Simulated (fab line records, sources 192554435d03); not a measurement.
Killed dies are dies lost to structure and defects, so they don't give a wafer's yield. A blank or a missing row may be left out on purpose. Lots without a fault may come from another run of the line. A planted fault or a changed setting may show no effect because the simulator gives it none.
fab line records | flow n5_finfet
record lots=10 wafers=27 last_day=21
route steps=1938 shown BEOL_M0@745 BEOL_M1@791 BEOL_M4@1111
lots that met no fault: from a run of the same line without faults
start_h: hours from the record's first day to the start of the lot's first wafer shown | wait_h: hours since the lot's step before | " the same as in the row above | L1.1+2: a row that stands for several wafers | - no value, or no start given | * or withheld: withheld | < > ~ a bound
route shown NAME@n: a module of which the file shows steps, and the number in the route of the first | usual: mean/standard deviation of fault-free wafers | same: alike in all rows | chamber/n: place in a boat | sites: the reading at each site | _std_site: their standard deviation | _edge_site: outer sites' mean less inner sites' | radius_mm: how far each site lies from the wafer's centre | mask NAME#n: copy n | behind: the tool/chamber that last shaped the wafer | hold: why the lot was held/for how many hours/how that ended | device: the transistor (n, p or np) that didn't switch | end of line: the same wafers' tests at the end of the route | a step without rows: its recipe alone | killed: dies lost to structure and defects at the first sort, not the wafer's yield | map: a wafer's dies, x killed, . not, _ none there
set.NAME: the setting as run; set.NAME@STEP: as run at that earlier step | model.NAME: the simulator's own value behind a step, which no gauge read
steps of the route over a sample of lots; a table a step, a row a wafer
services: from which hour (start_h, from the record's first day; less than 0 if before it) a tool's chamber was out of use, for how many hours, and why
## steps
# step N5_BEOL_M0_PRE_CLEAN_131
# recipe gas=NH3/H2 time_s=15 temp_c=* rf_power_w=300
# usual heater_power_w=97/18
# columns lot.wafer tool chamber start_h wait_h heater_power_w
L306.2 cvd_co-01 0 130.50 0.0 99
L306.4 " 2 " " 90
L306.5 " 1 " " 71
L308.1 cvd_co-01 2 135.26 0.0 91
L308.4 " 2 " " 89
L308.6 " 0 " " 99
L309.4 cvd_co-02 1 141.96 0.1 75
L309.5 " 0 " " 111
L309.6 " 2 " " 115
L310.1 cvd_co-02 2 152.10 0.0 117
L310.3 " 0 " " 110
L310.4 " 1 " " 74
L316.1 cvd_co-02 0 186.55 0.0 111
L316.2 " 2 " " 119
L316.6 " 2 " " 115
L317.3 cvd_co-02 2 194.78 0.0 117
L317.5 " 1 " " 77
L317.6 " 2 " " 117
L325.1 cvd_co-01 0 232.67 0.0 98
L325.5 " 1 " " 73
L326.4 cvd_co-02 0 242.10 0.1 111
L326.5 " 1 " " 75
L327.3 cvd_co-02 0 254.21 0.1 116
L327.4 " 1 " " 77
L328.3 cvd_co-02 1 259.56 0.1 75
L328.4 " 0 " " 115
L328.5 " 1 " " 76
# step N5_BEOL_M1_ETCH_69
# recipe chemistry=CF4 target=SiARC target_depth_a=156 mask_material=CAR-EUV time_s=26 ion_energy_ev=80 pressure_mtorr=40 source_w=545 bias_w=36 Ar_flow_sccm=100 cf4_flow_sccm=100 ends=cleared
# usual drypump_motor_current_A=5.9/0.38 etch_rf_on_time_s=26.0/0.38 oes_product_au=0.69/0.07 rf_vpp_V=184.0/1.1 showerhead_plenum_p_Torr=2.13/0.065 throttle_valve_pct=15.56/0.12
# columns lot.wafer tool chamber start_h wait_h drypump_motor_current_A etch_rf_on_time_s oes_product_au rf_hours_counter_h rf_vpp_V showerhead_plenum_p_Torr throttle_valve_pct
L306.2 rie_diel-01 1 133.73 0.0 5.6 26.2 0.61 220 183.5 2.03 15.87
L306.4 " 1 " " 5.6 26.3 0.61 - 182.9 2.03 15.86
L306.5 " 3 " " 6.1 25.0 0.82 - 185.1 2.19 15.37
L308.1 rie_diel-06 3 138.10 0.0 5.8 26.1 0.59 221 184.0 2.03 15.51
L308.4 " 0 " " 6.5 26.0 0.66 - 185.4 2.23 15.55
L308.6 " 3 " " 5.8 25.9 0.60 - 183.0 2.03 15.50
L309.4 rie_diel-03 1 144.75 0.0 5.2 26.8 0.60 210 186.0 2.21 15.48
L309.5 " 2 " " 5.9 26.0 0.73 - 184.9 2.18 15.52
L309.6 " 3 " " 6.2 26.1 0.71 - 183.7 2.08 15.37
L310.1 rie_diel-03 1 156.33 0.0 5.2 26.5 0.60 213 185.0 2.21 15.49
L310.3 " 0 " " 6.0 26.0 0.76 31 183.4 2.10 15.65
L310.4 " 3 " " 6.1 25.9 0.70 88 183.8 2.08 15.41
L316.1 rie_diel-03 2 188.99 0.0 5.9 25.7 0.72 55 184.6 2.18 15.53
L316.2 " 1 " " 5.2 26.7 0.59 223 184.5 2.20 15.52
L316.6 " 2 " " 5.8 26.1 0.72 - 186.2 2.18 15.54
L317.3 rie_diel-01 2 198.06 0.0 5.7 26.5 0.68 79 184.3 2.17 15.81
L317.5 " 0 " " 5.4 26.0 0.78 - 184.0 2.11 15.53
L317.6 " 1 " " 5.6 26.8 0.60 - 183.0 2.03 15.90
L325.1 rie_diel-03 0 234.89 0.0 6.0 19.5 0.86 56 183.4 2.09 15.68
L325.5 " 2 " " 5.9 25.4 0.70 - 184.2 2.17 15.56
L326.4 rie_diel-03 2 245.72 0.0 5.9 19.5 0.83 73 183.1 2.17 15.58
L326.5 " 1 " " 5.2 26.6 0.58 - 184.2 2.20 15.56
L327.3 rie_diel-03 2 257.51 0.0 5.8 25.7 0.70 75 184.6 2.17 15.58
L327.4 " 1 " " 5.2 19.9 0.69 244 184.6 2.19 15.57
L328.3 rie_diel-06 2 262.00 0.0 5.5 26.1 0.67 129 183.3 2.15 15.54
L328.4 " 1 " " 6.3 26.2 0.75 35 183.2 2.10 15.62
L328.5 " 0 " " 6.5 26.7 0.64 - 186.1 2.22 15.62
# step N5_BEOL_M1_STRIP_97
# recipe chemistry=N2/H2 time_s=10 power_w=450 temp_c=40 pressure_mtorr=20 rf_frequency_hz=6e+07 bias_power_w=7 n2_flow_sccm=200 h2_flow_sccm=200
# usual drypump_motor_current_A=5.8/0.35 oes_product_au=0.83/0.087 rf_vpp_V=59.1/0.92 showerhead_plenum_p_Torr=2.53/0.083 throttle_valve_pct=23.65/0.22
# columns lot.wafer tool chamber start_h wait_h drypump_motor_current_A oes_product_au rf_hours_counter_h rf_vpp_V showerhead_plenum_p_Torr throttle_valve_pct
L306.2 rie_diel-01 1 - - 5.6 0.73 222 58.4 2.41 24.08
L306.4 " 2 " " 5.7 0.84 - 58.6 2.58 23.89
L306.5 " 1 " " 5.6 0.72 - 58.4 2.41 24.09
L308.1 rie_diel-06 3 - - 5.8 0.68 225 59.4 2.40 23.49
L308.4 " 0 " " 6.5 0.78 136 60.2 2.65 23.69
L308.6 " 2 " " 5.5 0.81 - 58.8 2.57 23.39
L309.4 rie_diel-01 1 - - 5.7 0.71 - 60.1 2.40 24.10
L309.5 " 0 " " 5.4 0.96 - 58.6 2.49 23.58
L309.6 " 3 " " 6.1 0.92 - 59.3 2.60 23.50
L310.1 rie_diel-01 3 - - 6.1 0.92 26 58.2 2.60 23.50
L310.3 " 2 " " 5.7 0.83 70 59.9 2.57 23.94
L310.4 " 0 " " 5.4 0.94 11 59.3 2.49 23.58
L316.1 rie_diel-06 1 - - 6.3 0.94 16 59.6 2.49 23.65
L316.2 " 3 " " 5.8 0.68 236 59.5 2.40 23.51
L316.6 " 2 " " 5.5 0.79 - 58.2 2.56 23.40
L317.3 rie_diel-03 3 - - 6.2 0.82 101 58.3 2.45 23.26
L317.5 " 3 " " 6.2 0.81 - 58.5 2.45 23.26
L317.6 " 2 " " 5.9 0.83 - 59.3 2.58 23.70
L325.1 rie_diel-03 2 - - 5.9 0.82 72 59.8 2.58 23.71
L325.5 " 0 " " 6.0 0.85 - 58.2 2.47 23.73
L326.4 rie_diel-01 3 - - 6.1 0.87 - 59.8 2.59 23.54
L326.5 " 0 " " 5.4 0.90 - 58.7 2.48 23.62
L327.3 rie_diel-01 3 - - 6.1 0.87 55 61.1 2.59 23.53
L327.4 " 1 " " 5.6 0.97 7 60.1 2.71 23.85
L328.3 rie_diel-01 1 - - 5.6 0.94 12 59.9 2.71 23.85
L328.4 " 2 " " 5.7 0.79 102 58.6 2.56 23.96
L328.5 " 0 " " 5.4 0.87 - 58.8 2.48 23.63
# step N5_BEOL_M1_DEGAS_44
# recipe ambient=vacuum temp_c=250 time_s=60
# usual heater_power_w=321/29
# columns lot.wafer tool chamber start_h wait_h heater_power_w
L306.2 pvd_sputter-02 - 136.47 0.1 345
L306.4 " - " " 306
L306.5 " - " " 297
L308.1 pvd_sputter-01 - 158.96 0.3 334
L308.4 " - " " 329
L308.6 " - " " 337
L309.4 pvd_sputter-01 - 162.06 0.5 297
L309.5 " - " " 337
L309.6 " - " " 323
L310.1 pvd_sputter-01 - 175.27 0.1 330
L310.3 " - " " 329
L310.4 " - " " 285
L316.1 pvd_sputter-01 - 196.33 0.8 286
L316.2 " - " " 289
L316.6 " - " " 326
L317.3 pvd_sputter-01 - 199.93 0.7 321
L317.5 " - " " 330
L317.6 " - " " 287
L325.1 pvd_sputter-01 - 244.75 0.1 290
L325.5 " - " " 284
L326.4 pvd_sputter-02 - 256.86 0.1 322
L326.5 " - " " 368
L327.3 pvd_sputter-01 - 268.67 0.0 332
L327.4 " - " " 286
L328.3 pvd_sputter-02 - 297.12 0.2 354
L328.4 " - " " 311
L328.5 " - " " 315
# step N5_BEOL_M4_RC_MEAS_101
# usual DIBL_N=36.3/1.1 DIBL_P=36.3/1.4 IOFF_N=0.155/0.019 IOFF_P=0.211/0.027 ION_N=672/8.5 ION_P=462/5.8 SS_N=71.5/0.56 SS_P=73.3/0.52 VT_N=249.9/2.5 VT_P=-249.8/2.8
# columns lot.wafer tool chamber start_h wait_h DIBL_N[mV/V] DIBL_P[mV/V] IOFF_N[nA/um] IOFF_P[nA/um] ION_N[uA/um] ION_P[uA/um] SS_N[mV/dec] SS_P[mV/dec] VT_N[mV] VT_P[mV]
L306.2 prober-01 0 210.19 0.2 37.5 38.2 0.185 0.238 676 460 71.3 74.3 247.9 -248.6
L306.4 " 0 " " 37.8 39.5 0.200 0.248 675 459 73.1 74.2 245.3 -248.1
L306.5 " 0 " " 35.0 35.7 0.143 0.190 670 463 71.3 73.0 250.0 -251.1
L308.1 prober-01 0 219.84 0.0 35.0 36.1 0.126 0.198 669 459 70.9 72.1 255.9 -249.1
L308.4 " 0 " " 35.6 37.4 0.148 0.235 679 473 71.3 73.1 248.9 -247.1
L308.6 " 0 " " 36.1 37.8 0.149 0.227 668 458 71.5 72.3 251.6 -248.8
L309.4 prober-01 0 238.37 0.5 37.2 37.1 0.172 0.244 676 472 71.9 73.9 248.4 -244.4
L309.5 " 0 " " 36.5 36.6 0.161 0.243 672 467 71.8 73.0 247.0 -247.3
L309.6 " 0 " " 35.9 35.2 0.140 0.227 669 469 71.0 72.7 252.1 -248.4
L310.1 prober-01 0 250.22 0.0 36.3 36.4 0.166 0.199 684 462 71.2 73.6 248.7 -252.6
L310.3 " 0 " " 34.8 33.7 0.135 0.167 677 463 71.3 72.6 252.9 -251.8
L310.4 " 0 " " 36.3 35.6 0.171 0.199 691 465 71.8 73.6 248.2 -250.2
L316.1 prober-01 0 324.10 0.0 37.2 36.9 0.151 0.183 670 455 71.2 73.8 251.3 -253.2
L316.2 " 0 " " 38.5 38.1 0.178 0.206 664 452 72.3 73.0 250.4 -249.8
L316.6 " 0 " " 36.4 36.1 0.139 0.181 658 447 71.2 73.0 253.2 -252.0
L317.3 prober-01 0 335.78 0.3 34.7 33.6 0.137 0.184 666 458 70.4 72.8 250.3 -251.3
L317.5 " 0 " " 36.8 35.7 0.175 0.211 667 453 71.2 73.8 248.7 -250.6
L317.6 " 0 " " 35.3 34.6 0.146 0.197 665 458 70.7 73.1 248.0 -250.7
L328.3 prober-02 0 364.69 0.3 37.2 36.6 0.171 0.241 678 467 72.2 73.7 251.6 -246.2
L328.4 " 0 " " 38.7 36.8 0.196 0.250 671 461 72.8 73.2 246.3 -246.9
L328.5 " 0 " " 37.2 35.6 0.161 0.223 674 464 71.9 73.3 247.5 -249.5
L326.4 prober-01 0 368.66 0.5 34.9 37.6 0.168 0.241 668 470 70.4 73.3 247.3 -247.3
L326.5 " 0 " " 34.3 36.8 0.150 0.235 673 472 71.7 73.1 249.5 -244.4
L325.1 prober-02 0 390.06 0.0 36.5 36.4 0.150 0.210 676 466 71.5 72.9 250.0 -250.0
L325.5 " 0 " " 40.0 40.9 0.228 0.301 699 479 72.5 74.0 242.9 -244.8
L327.3 prober-01 0 401.12 0.3 35.6 35.2 0.158 0.210 682 464 72.1 73.3 248.2 -248.4
L327.4 " 0 " " 36.3 34.7 0.159 0.200 666 459 72.0 73.4 249.2 -250.9
## services
# columns tool chamber start_h hours kind
rie_diel-03 3 106.94 1.8 repair
rie_diel-03 0 125.34 6.0 repair
rie_diel-01 0 128.42 - clean
rie_diel-01 0 128.42 - consumable_replace:focus_ring
rie_diel-01 0 128.42 12.2 scheduled_down
rie_diel-01 0 128.42 12.2 vent_cycle
pvd_sputter-01 - 138.92 4.7 repair
rie_diel-01 2 154.65 6.9 repair
cvd_co-01 - 159.65 2.8 pm
pvd_sputter-02 - 163.68 5.1 repair
cvd_co-01 - 167.18 8.9 repair
rie_diel-01 0 189.86 5.1 repair
rie_diel-01 2 208.89 1.8 repair
cvd_co-02 2 218.39 6.0 repair
rie_diel-01 - 225.35 2.8 pm
rie_diel-01 1 228.66 - clean
rie_diel-01 1 228.66 - consumable_replace:focus_ring
rie_diel-01 1 228.66 - consumable_replace:showerhead
rie_diel-01 1 228.66 18.6 scheduled_down
rie_diel-01 1 228.66 18.6 vent_cycle
cvd_co-02 2 254.09 5.8 repair
rie_diel-01 2 254.21 11.8 repair
cvd_co-02 - 264.61 6.9 pm
rie_diel-06 3 270.58 2.7 repair
## key
first_sign step=N5_BEOL_M1_ETCH_69 reading=etch_rf_on_time_s direction=down sigmas=17 usual=* struck=*
effect none on later readings
met_at N5_BEOL_M1_ETCH_69
struck_lots L325,L326,L327
struck_wafers L325.1,L326.4,L327.4
not_acting_at N5_BEOL_M0_PRE_CLEAN_131,N5_BEOL_M1_STRIP_97,N5_BEOL_M1_DEGAS_44
onset_between 188.99 234.89
fault kind=process_parameter_drift tool=rie_diel-03 chamber=- onset_h=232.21 steps=N5_BEOL_M1_ETCH_69 channel=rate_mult offset=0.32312 shape=step end_h=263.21 scope=struck_wafers_only
